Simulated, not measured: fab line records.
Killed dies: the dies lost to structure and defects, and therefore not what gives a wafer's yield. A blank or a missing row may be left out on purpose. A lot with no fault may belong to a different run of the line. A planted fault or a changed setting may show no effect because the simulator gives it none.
The tool behind it: which one? + flow nand harc + 23 lots, 69 wafers sampled, at 6 steps of a route of 1159

== WHAT THE GAUGES SHOWED, per wafer ==
The record holds no reading of a measuring or inspecting step that can be judged against a usual standard deviation.

== TOOL THAT RAN EACH LOT (tool first, then ch and the chambers of the sampled wafers, then the start) ==
| lot  | NHARC_A_STAIRCASE_ETCH_221                    | NHARC_A_STAIRCASE_TRIM_222                    | NHARC_A_STAIRCASE_DESCUM_252       | NHARC_A_STAIRCASE_STRIP_254          | NHARC_A_STAIRCASE_ETCH_292         | NHARC_A_STAIRCASE_ALD_420        |
|------|-----------------------------------------------|-----------------------------------------------|------------------------------------|--------------------------------------|------------------------------------|----------------------------------|
| L074 | rie diel-05 ch 1,2, day 11 03:13 or earlier   | rie diel-05 ch 0,1,2, day 11 03:13 or earlier | rie diel-05 ch 1,2, day 11 03:13   | plasma asher-02 ch 0,1, day 11 03:26 | rie diel-07 ch 0,1,2, day 11 07:06 | ald hk-02 ch 0,2, day 11 20:29   |
| L076 | rie diel-04 ch 2,3, day 11 23:56 or earlier   | rie diel-04 ch 2,3, day 11 23:56 or earlier   | rie diel-05 ch 0,1, day 11 23:56   | plasma asher-01 ch 0,1, day 12 00:12 | rie diel-05 ch 0,1,2, day 12 03:53 | ald hk-04 ch 1,2,3, day 12 17:40 |
| L077 | rie diel-05 ch 0,3, day 12 00:13 or earlier   | rie diel-05 ch 1,2,3, day 12 00:13 or earlier | rie diel-04 ch 1,2,3, day 12 00:13 | plasma asher-01 ch 0, day 12 00:43   | rie diel-04 ch 0,1, day 12 05:21   | ald hk-04 ch 0,1,3, day 12 21:06 |
| L075 | rie diel-07 ch 0,1,2, day 12 01:50 or earlier | rie diel-07 ch 0,1,2, day 12 01:50 or earlier | rie diel-07 ch 0,1,2, day 12 01:50 | plasma asher-02 ch 0,1, day 12 02:02 | rie diel-05 ch 0,1,3, day 12 05:55 | ald hk-04 ch 1,2,3, day 12 21:53 |
| L078 | rie diel-07 ch 1,2, day 12 12:21 or earlier   | rie diel-07 ch 1,2, day 12 12:21 or earlier   | rie diel-07 ch 0,2, day 12 12:21   | plasma asher-02 ch 0, day 12 12:49   | rie diel-05 ch 0,3, day 12 16:34   | ald hk-02 ch 0,2,3, day 13 08:41 |
| L079 | rie diel-07 ch 1,2,3, day 12 14:52 or earlier | rie diel-07 ch 1,2,3, day 12 14:52 or earlier | rie diel-05 ch 0,2,3, day 12 14:52 | plasma asher-02 ch 0,1, day 12 15:02 | rie diel-07 ch 0,1,2, day 12 18:49 | ald hk-03 ch 1,3, day 13 08:23   |
| L081 | rie diel-04 ch 2,3, day 13 01:41 or earlier   | rie diel-04 ch 0,1, day 13 01:41 or earlier   | rie diel-05 ch 0,1,3, day 13 01:41 | plasma asher-01 ch 0,1, day 13 01:52 | rie diel-05 ch 0,3, day 13 05:50   | ald hk-04 ch 0,1, day 13 19:57   |
| L082 | rie diel-05 ch 0,3, day 13 05:26 or earlier   | rie diel-05 ch 1,2, day 13 05:26 or earlier   | rie diel-05 ch 2,3, day 13 05:26   | plasma asher-01 ch 0,1, day 13 05:44 | rie diel-05 ch 1,2,3, day 13 09:20 | ald hk-04 ch 0,1, day 14 01:47   |
| L080 | rie diel-05 ch 0,1,2, day 13 11:20 or earlier | rie diel-05 ch 0,2,3, day 13 11:20 or earlier | rie diel-04 ch 0,2,3, day 13 11:20 | plasma asher-02 ch 0,1, day 13 11:36 | rie diel-05 ch 0,1,3, day 13 17:08 | ald hk-02 ch 0,2,3, day 14 08:59 |
| L083 | rie diel-07 ch 0,2,3, day 13 18:45 or earlier | rie diel-07 ch 0,3, day 13 18:45 or earlier   | rie diel-04 ch 0,1,2, day 13 18:45 | plasma asher-02 ch 0,1, day 13 18:56 | rie diel-07 ch 1,2, day 13 22:38   | ald hk-04 ch 0,2,3, day 14 15:18 |
| L085 | rie diel-07 ch 2,3, day 13 21:34 or earlier   | rie diel-07 ch 2,3, day 13 21:34 or earlier   | rie diel-04 ch 0,1,2, day 13 21:34 | plasma asher-01 ch 0,1, day 13 21:43 | rie diel-07 ch 0,1,3, day 14 02:08 | ald hk-04 ch 1,2,3, day 14 15:56 |
| L084 | rie diel-04 ch 2,3, day 13 23:41 or earlier   | rie diel-04 ch 1,2,3, day 13 23:41 or earlier | rie diel-04 ch 1,2, day 13 23:41   | plasma asher-01 ch 0,1, day 13 23:59 | rie diel-04 ch 1,2, day 14 05:07   | ald hk-02 ch 2,3, day 14 19:48   |
| L086 | rie diel-07 ch 0,1,3, day 14 14:30 or earlier | rie diel-07 ch 0,2,3, day 14 14:30 or earlier | rie diel-04 ch 0,1,3, day 14 14:30 | plasma asher-01 ch 0,1, day 14 14:41 | rie diel-04 ch 0,1,3, day 14 18:28 | ald hk-02 ch 1,2,3, day 15 08:56 |
| L087 | rie diel-05 ch 0,1,3, day 14 15:08 or earlier | rie diel-05 ch 1,2,3, day 14 15:08 or earlier | rie diel-04 ch 0,2, day 14 15:08   | plasma asher-01 ch 0,1, day 14 15:22 | rie diel-07 ch 0,3, day 14 18:57   | ald hk-03 ch 0,2, day 15 09:08   |
| L089 | rie diel-04 ch 1,2, day 14 22:41 or earlier   | rie diel-04 ch 0,2,3, day 14 22:41 or earlier | rie diel-04 ch 2,3, day 14 22:41   | plasma asher-01 ch 0,1, day 14 22:58 | rie diel-04 ch 0,3, day 15 03:40   | ald hk-02 ch 1,2, day 15 18:45   |
| L088 | rie diel-05 ch 0,1,2, day 14 23:17 or earlier | rie diel-05 ch 0,1,3, day 14 23:17 or earlier | rie diel-04 ch 0,2,3, day 14 23:17 | plasma asher-02 ch 0,1, day 14 23:28 | rie diel-05 ch 0,1,3, day 15 04:14 | ald hk-03 ch 1,2,3, day 15 18:44 |
| L091 | rie diel-07 ch 1,2,3, day 15 15:27 or earlier | rie diel-07 ch 0,1,3, day 15 15:27 or earlier | rie diel-04 ch 1,2,3, day 15 15:27 | plasma asher-02 ch 0,1, day 15 15:37 | rie diel-04 ch 0,2,3, day 15 19:22 | ald hk-03 ch 0,1,2, day 16 13:11 |
| L090 | rie diel-04 ch 0,1,2, day 15 16:10 or earlier | rie diel-04 ch 1,2,3, day 15 16:10 or earlier | rie diel-07 ch 0,3, day 15 16:10   | plasma asher-01 ch 0,1, day 15 16:21 | rie diel-05 ch 0,3, day 15 21:31   | ald hk-02 ch 0,2,3, day 16 13:40 |
| L093 | rie diel-05 ch 2,3, day 15 20:26 or earlier   | rie diel-05 ch 0,2,3, day 15 20:26 or earlier | rie diel-04 ch 0,1, day 15 20:26   | plasma asher-02 ch 0,1, day 15 22:12 | rie diel-07 ch 1,2, day 16 06:51   | ald hk-04 ch 0,1,2, day 16 20:20 |
| L094 | rie diel-04 ch 0,1,3, day 16 05:02 or earlier | rie diel-04 ch 1,2,3, day 16 05:02 or earlier | rie diel-05 ch 0,2,3, day 16 05:02 | plasma asher-01 ch 0,1, day 16 05:52 | rie diel-07 ch 0,2,3, day 16 10:27 | ald hk-04 ch 0,1,3, day 17 02:53 |
| L095 | rie diel-05 ch 0,1,3, day 16 06:13 or earlier | rie diel-05 ch 0,2,3, day 16 06:13 or earlier | rie diel-05 ch 1,2,3, day 16 06:13 | plasma asher-01 ch 0,1, day 16 06:25 | rie diel-05 ch 1,2,3, day 16 12:32 | ald hk-03 ch 1,2,3, day 17 03:02 |
| L097 | rie diel-07 ch 0,2,3, day 16 20:37 or earlier | rie diel-07 ch 1,2,3, day 16 20:37 or earlier | rie diel-05 ch 0,1,2, day 16 20:37 | plasma asher-01 ch 0,1, day 16 21:02 | rie diel-04 ch 0,2,3, day 17 01:22 | ald hk-02 ch 0,3, day 17 15:02   |
| L096 | rie diel-07 ch 0,1,2, day 17 05:00 or earlier | rie diel-07 ch 0,1,2, day 17 05:00 or earlier | rie diel-05 ch 0,1,3, day 17 05:00 | plasma asher-02 ch 0,1, day 17 05:32 | rie diel-05 ch 0,1,2, day 17 09:16 | ald hk-03 ch 0,1,2, day 17 23:19 |
- NHARC_A_STAIRCASE_ETCH_221: etches the open film in C4F8/O2, target depth 100 nm, time 40.5 s.
- NHARC_A_STAIRCASE_TRIM_222: chemistry O2, time 211.2 s.
- NHARC_A_STAIRCASE_DESCUM_252: chemistry O2, time 3 s.
- NHARC_A_STAIRCASE_STRIP_254: strips in O2.
- NHARC_A_STAIRCASE_ETCH_292: etches the open film in CF4/CHF3.
- NHARC_A_STAIRCASE_ALD_420: deposits SiO2, target thk 20 nm, pulse time 6 s, ald cycles 200.

== WHAT THE TOOLS THEMSELVES READ (means of the sampled wafers that have a number; where no wafer has one, the mark that the record gives instead) ==
NHARC_A_STAIRCASE_ETCH_221. Usual: bias w 1000 W, standard deviation 3.1; oes product au 0.939 a.u., standard deviation 0.013; rf vpp V 898 V, standard deviation 5.5.
| lot  | tool        | bias w (W) | oes product au (a.u.) | rf vpp V (V) | flag |
|------|-------------|------------|-----------------------|--------------|------|
| L074 | rie diel-05 | 1001       | 0.949                 | 902          |      |
| L076 | rie diel-04 | 998        | 0.925                 | 898          |      |
| L077 | rie diel-05 | 997        | 0.957                 | 901          |      |
| L075 | rie diel-07 | 999        | 0.924                 | 893          |      |
| L078 | rie diel-07 | 998        | 0.934                 | 894          |      |
| L079 | rie diel-07 | 998        | 0.943                 | 897          |      |
| L081 | rie diel-04 | 1000       | 0.941                 | 897          |      |
| L082 | rie diel-05 | 1002       | 0.958                 | 902          |      |
| L080 | rie diel-05 | 1002       | 0.940                 | 901          |      |
| L083 | rie diel-07 | 1002       | 0.938                 | 897          |      |
| L085 | rie diel-07 | 1000       | 0.948                 | 900          |      |
| L084 | rie diel-04 | 998        | 0.934                 | 897          |      |
| L086 | rie diel-07 | 1002       | 0.950                 | 896          |      |
| L087 | rie diel-05 | 1001       | 0.928                 | 900          |      |
| L089 | rie diel-04 | 1000       | 0.933                 | 893          |      |
| L088 | rie diel-05 | 999        | 0.928                 | 901          |      |
| L091 | rie diel-07 | 1004       | 0.929                 | 896          |      |
| L090 | rie diel-04 | 998        | 0.932                 | 894          |      |
| L093 | rie diel-05 | 1004       | 0.936                 | 902          |      |
| L094 | rie diel-04 | 1002       | 0.960                 | 896          |      |
| L095 | rie diel-05 | 999        | 0.951                 | 900          |      |
| L097 | rie diel-07 | 999        | 0.954                 | 897          |      |
| L096 | rie diel-07 | 1003       | 0.925                 | 892          |      |

NHARC_A_STAIRCASE_TRIM_222. Usual: drypump motor current A 5.7 A, standard deviation 0.5; oes product au 1.002 a.u., standard deviation 0.0086; rf vpp V 57.9 V, standard deviation 0.92; showerhead plenum p Torr 3.57 Torr, standard deviation 0.15; throttle valve pct 17.036 %, standard deviation 0.0095.
| lot  | tool        | drypump motor current A (A) | oes product au (a.u.) | rf vpp V (V) | showerhead plenum p Torr (Torr) | throttle valve pct (%) | flag |
|------|-------------|-----------------------------|-----------------------|--------------|---------------------------------|------------------------|------|
| L074 | rie diel-05 | 5.9                         | 1.003                 | 58.5         | 3.70                            | 17.033                 |      |
| L076 | rie diel-04 | 5.9                         | 0.993                 | 57.9         | 3.55                            | 17.026                 |      |
| L077 | rie diel-05 | 5.8                         | 1.007                 | 57.5         | 3.67                            | 17.042                 |      |
| L075 | rie diel-07 | 5.4                         | 0.997                 | 58.0         | 3.44                            | 17.034                 |      |
| L078 | rie diel-07 | 5.3                         | 0.999                 | 57.2         | 3.46                            | 17.027                 |      |
| L079 | rie diel-07 | 5.6                         | 1.001                 | 57.1         | 3.55                            | 17.043                 |      |
| L081 | rie diel-04 | 6.2                         | 1.002                 | 57.7         | 3.54                            | 17.039                 |      |
| L082 | rie diel-05 | 6.2                         | 1.005                 | 57.8         | 3.70                            | 17.034                 |      |
| L080 | rie diel-05 | 5.5                         | 1.011                 | 58.1         | 3.72                            | 17.034                 |      |
| L083 | rie diel-07 | 5.4                         | 1.005                 | 57.7         | 3.57                            | 17.039                 |      |
| L085 | rie diel-07 | 5.2                         | 1.005                 | 58.4         | 3.61                            | 17.031                 |      |
| L084 | rie diel-04 | 5.9                         | 0.995                 | 58.4         | 3.47                            | 17.037                 |      |
| L086 | rie diel-07 | 5.3                         | 0.994                 | 57.3         | 3.59                            | 17.035                 |      |
| L087 | rie diel-05 | 5.8                         | 1.003                 | 58.1         | 3.65                            | 17.030                 |      |
| L089 | rie diel-04 | 6.1                         | 1.004                 | 58.2         | 3.58                            | 17.033                 |      |
| L088 | rie diel-05 | 5.5                         | 1.000                 | 59.2         | 3.64                            | 17.041                 |      |
| L091 | rie diel-07 | 5.7                         | 1.003                 | 57.2         | 3.52                            | 17.039                 |      |
| L090 | rie diel-04 | 5.9                         | 1.008                 | 57.5         | 3.46                            | 17.036                 |      |
| L093 | rie diel-05 | 5.6                         | 0.999                 | 58.4         | 3.72                            | 17.039                 |      |
| L094 | rie diel-04 | 5.9                         | 1.002                 | 58.0         | 3.46                            | 17.032                 |      |
| L095 | rie diel-05 | 5.5                         | 1.003                 | 58.7         | 3.71                            | 17.042                 |      |
| L097 | rie diel-07 | 5.6                         | 1.008                 | 58.1         | 3.53                            | 17.035                 |      |
| L096 | rie diel-07 | 5.4                         | 0.990                 | 57.3         | 3.42                            | 17.046                 |      |

NHARC_A_STAIRCASE_DESCUM_252. Usual: drypump motor current A 5.8 A, standard deviation 0.43; oes product au 1.003 a.u., standard deviation 0.0087; rf vpp V 57.9 V, standard deviation 0.86; showerhead plenum p Torr 1.94 Torr, standard deviation 0.081; throttle valve pct 11.313 %, standard deviation 0.009.
| lot  | tool        | drypump motor current A (A) | oes product au (a.u.) | rf vpp V (V) | showerhead plenum p Torr (Torr) | throttle valve pct (%) | flag |
|------|-------------|-----------------------------|-----------------------|--------------|---------------------------------|------------------------|------|
| L074 | rie diel-05 | 6.2                         | 1.007                 | 58.3         | 1.98                            | 11.306                 |      |
| L076 | rie diel-05 | 5.5                         | 1.005                 | 58.1         | 2.00                            | 11.318                 |      |
| L077 | rie diel-04 | 5.9                         | 0.994                 | 56.8         | 1.89                            | 11.307                 |      |
| L075 | rie diel-07 | 5.4                         | 1.001                 | 58.0         | 1.86                            | 11.313                 |      |
| L078 | rie diel-07 | 5.2                         | 1.004                 | 57.1         | 1.89                            | 11.308                 |      |
| L079 | rie diel-05 | 5.5                         | 1.006                 | 57.7         | 2.03                            | 11.318                 |      |
| L081 | rie diel-05 | 5.5                         | 0.999                 | 58.2         | 1.98                            | 11.311                 |      |
| L082 | rie diel-05 | 5.4                         | 1.017                 | 58.5         | 2.01                            | 11.308                 |      |
| L080 | rie diel-04 | 6.0                         | 1.003                 | 58.8         | 1.95                            | 11.303                 |      |
| L083 | rie diel-04 | 6.0                         | 1.000                 | 57.0         | 1.89                            | 11.314                 |      |
| L085 | rie diel-04 | 6.0                         | 0.999                 | 57.9         | 1.89                            | 11.318                 |      |
| L084 | rie diel-04 | 5.8                         | 1.008                 | 57.5         | 1.83                            | 11.321                 |      |
| L086 | rie diel-04 | 6.0                         | 0.998                 | 58.4         | 1.91                            | 11.313                 |      |
| L087 | rie diel-04 | 6.1                         | 1.003                 | 58.6         | 1.93                            | 11.317                 |      |
| L089 | rie diel-04 | 5.8                         | 1.006                 | 57.6         | 1.93                            | 11.317                 |      |
| L088 | rie diel-04 | 6.0                         | 1.001                 | 57.9         | 1.94                            | 11.307                 |      |
| L091 | rie diel-04 | 5.9                         | 1.001                 | 57.0         | 1.88                            | 11.310                 |      |
| L090 | rie diel-07 | 5.5                         | 1.004                 | 57.7         | 2.00                            | 11.317                 |      |
| L093 | rie diel-04 | 6.0                         | 1.011                 | 58.3         | 1.85                            | 11.323                 |      |
| L094 | rie diel-05 | 5.6                         | 1.008                 | 59.0         | 2.02                            | 11.315                 |      |
| L095 | rie diel-05 | 5.8                         | 1.008                 | 58.9         | 1.98                            | 11.306                 |      |
| L097 | rie diel-05 | 5.9                         | 1.003                 | 57.9         | 2.00                            | 11.310                 |      |
| L096 | rie diel-05 | 5.5                         | 0.996                 | 57.9         | 1.97                            | 11.310                 |      |

NHARC_A_STAIRCASE_STRIP_254. Usual: drypump motor current A 5.57 A, standard deviation 0.18; heater power w 335 W, standard deviation 9.6.
| lot  | tool            | drypump motor current A (A) | heater power w (W) | flag |
|------|-----------------|-----------------------------|--------------------|------|
| L074 | plasma asher-02 | 5.52                        | 338                |      |
| L076 | plasma asher-01 | 5.62                        | 324                |      |
| L077 | plasma asher-01 | 5.35                        | 340                |      |
| L075 | plasma asher-02 | 5.65                        | 343                |      |
| L078 | plasma asher-02 | 5.43                        | 338                |      |
| L079 | plasma asher-02 | 5.64                        | 343                |      |
| L081 | plasma asher-01 | 5.48                        | 329                |      |
| L082 | plasma asher-01 | 5.62                        | 328                |      |
| L080 | plasma asher-02 | 5.53                        | 343                |      |
| L083 | plasma asher-02 | 5.52                        | 345                |      |
| L085 | plasma asher-01 | 5.62                        | 331                |      |
| L084 | plasma asher-01 | 5.48                        | 332                |      |
| L086 | plasma asher-01 | 5.64                        | 329                |      |
| L087 | plasma asher-01 | 5.51                        | 334                |      |
| L089 | plasma asher-01 | 5.48                        | 327                |      |
| L088 | plasma asher-02 | 5.64                        | 342                |      |
| L091 | plasma asher-02 | 5.63                        | 343                |      |
| L090 | plasma asher-01 | 5.62                        | 328                |      |
| L093 | plasma asher-02 | 5.54                        | 346                |      |
| L094 | plasma asher-01 | 5.64                        | 328                |      |
| L095 | plasma asher-01 | 5.63                        | 328                |      |
| L097 | plasma asher-01 | 5.51                        | 328                |      |
| L096 | plasma asher-02 | 5.62                        | 344                |      |

NHARC_A_STAIRCASE_ETCH_292. Usual: bias w 200.0 W, standard deviation 0.6; drypump motor current A 5.7 A, standard deviation 0.5; oes product au 0.952 a.u., standard deviation 0.02; rf vpp V 371.3 V, standard deviation 2.5; showerhead plenum p Torr 1.60 Torr, standard deviation 0.069; throttle valve pct 16.802 %, standard deviation 0.0091.
| lot  | tool        | bias w (W) | drypump motor current A (A) | oes product au (a.u.) | rf vpp V (V) | showerhead plenum p Torr (Torr) | throttle valve pct (%) | flag |
|------|-------------|------------|-----------------------------|-----------------------|--------------|---------------------------------|------------------------|------|
| L074 | rie diel-07 | 200.3      | 5.4                         | 0.978                 | 368.8        | 1.54                            | 16.797                 |      |
| L076 | rie diel-05 | 199.9      | 5.9                         | 0.970                 | 373.5        | 1.65                            | 16.797                 |      |
| L077 | rie diel-04 | 200.0      | 6.0                         | 0.920                 | 369.5        | 1.53                            | 16.812                 |      |
| L075 | rie diel-05 | 200.2      | 5.5                         | 0.958                 | 372.3        | 1.63                            | 16.797                 |      |
| L078 | rie diel-05 | 200.0      | 5.1                         | 0.932                 | 372.7        | 1.64                            | 16.801                 |      |
| L079 | rie diel-07 | 200.1      | 5.4                         | 0.970                 | 368.8        | 1.53                            | 16.806                 |      |
| L081 | rie diel-05 | 200.9      | 5.1                         | 0.974                 | 372.1        | 1.64                            | 16.801                 |      |
| L082 | rie diel-05 | 200.3      | 5.8                         | 0.934                 | 372.5        | 1.63                            | 16.801                 |      |
| L080 | rie diel-05 | 199.3      | 5.5                         | 0.950                 | 372.3        | 1.63                            | 16.808                 |      |
| L083 | rie diel-07 | 200.1      | 5.7                         | 0.978                 | 368.4        | 1.51                            | 16.799                 |      |
| L085 | rie diel-07 | 199.6      | 5.7                         | 0.940                 | 370.9        | 1.57                            | 16.804                 |      |
| L084 | rie diel-04 | 198.9      | 5.9                         | 0.940                 | 368.7        | 1.54                            | 16.800                 |      |
| L086 | rie diel-04 | 199.9      | 6.0                         | 0.950                 | 370.5        | 1.57                            | 16.799                 |      |
| L087 | rie diel-07 | 199.7      | 5.4                         | 0.971                 | 371.4        | 1.59                            | 16.802                 |      |
| L089 | rie diel-04 | 199.4      | 6.2                         | 0.964                 | 372.5        | 1.61                            | 16.794                 |      |
| L088 | rie diel-05 | 199.8      | 5.5                         | 0.952                 | 371.9        | 1.63                            | 16.799                 |      |
| L091 | rie diel-04 | 200.1      | 6.1                         | 0.965                 | 369.9        | 1.59                            | 16.795                 |      |
| L090 | rie diel-05 | 199.1      | 5.2                         | 0.960                 | 374.2        | 1.66                            | 16.800                 |      |
| L093 | rie diel-07 | 200.6      | 5.7                         | 0.926                 | 367.5        | 1.50                            | 16.801                 |      |
| L094 | rie diel-07 | 200.6      | 5.3                         | 0.930                 | 370.9        | 1.60                            | 16.808                 |      |
| L095 | rie diel-05 | 199.8      | 5.8                         | 0.980                 | 372.3        | 1.63                            | 16.798                 |      |
| L097 | rie diel-04 | 200.2      | 6.0                         | 0.943                 | 370.7        | 1.59                            | 16.804                 |      |
| L096 | rie diel-05 | 200.3      | 5.9                         | 0.951                 | 372.7        | 1.64                            | 16.803                 |      |

NHARC_A_STAIRCASE_ALD_420. Usual: heater power w 473 W, standard deviation 55; precursor pulse height rel 1.001, standard deviation 0.022.
| lot  | tool      | heater power w (W) | precursor pulse height rel | flag |
|------|-----------|--------------------|----------------------------|------|
| L074 | ald hk-02 | 482                | 0.992                      |      |
| L076 | ald hk-04 | 421                | 1.004                      |      |
| L077 | ald hk-04 | 403                | 1.025                      |      |
| L075 | ald hk-04 | 417                | 1.009                      |      |
| L078 | ald hk-02 | 503                | 1.007                      |      |
| L079 | ald hk-03 | 463                | 0.986                      |      |
| L081 | ald hk-04 | 420                | 0.986                      |      |
| L082 | ald hk-04 | 398                | 1.013                      |      |
| L080 | ald hk-02 | 514                | 0.994                      |      |
| L083 | ald hk-04 | 443                | 1.019                      |      |
| L085 | ald hk-04 | 426                | 1.002                      |      |
| L084 | ald hk-02 | 479                | 1.021                      |      |
| L086 | ald hk-02 | 492                | 0.998                      |      |
| L087 | ald hk-03 | 506                | 0.996                      |      |
| L089 | ald hk-02 | 481                | 0.994                      |      |
| L088 | ald hk-03 | 480                | 1.016                      |      |
| L091 | ald hk-03 | 502                | 0.995                      |      |
| L090 | ald hk-02 | 519                | 1.002                      |      |
| L093 | ald hk-04 | 424                | 1.026                      |      |
| L094 | ald hk-04 | 402                | 1.025                      |      |
| L095 | ald hk-03 | 494                | 1.003                      |      |
| L097 | ald hk-02 | 549                | 0.976                      |      |
| L096 | ald hk-03 | 502                | 0.993                      |      |

== THE ANSWER, worked out from the rows above alone ==
Rule: take the mean of a lot's wafers that have a number; if it is more than 3 standard deviations from the usual mean, the lot is off. Also off: a lot with no number at a reading for which 4 or more lots have one. Where the step has rows for the other lots, those lots are counted as sound. Order of review: gauges by route order, followed by the tools' own readings, for which a lot's mean as printed above is used. At the first step where some lot is off, the reading lying furthest off is the one used; lots without a number count as furthest.
Across all readings shown, no lot is off: no conclusion can be drawn from this.

== WHAT THE SIMULATOR HAD PUT IN ==
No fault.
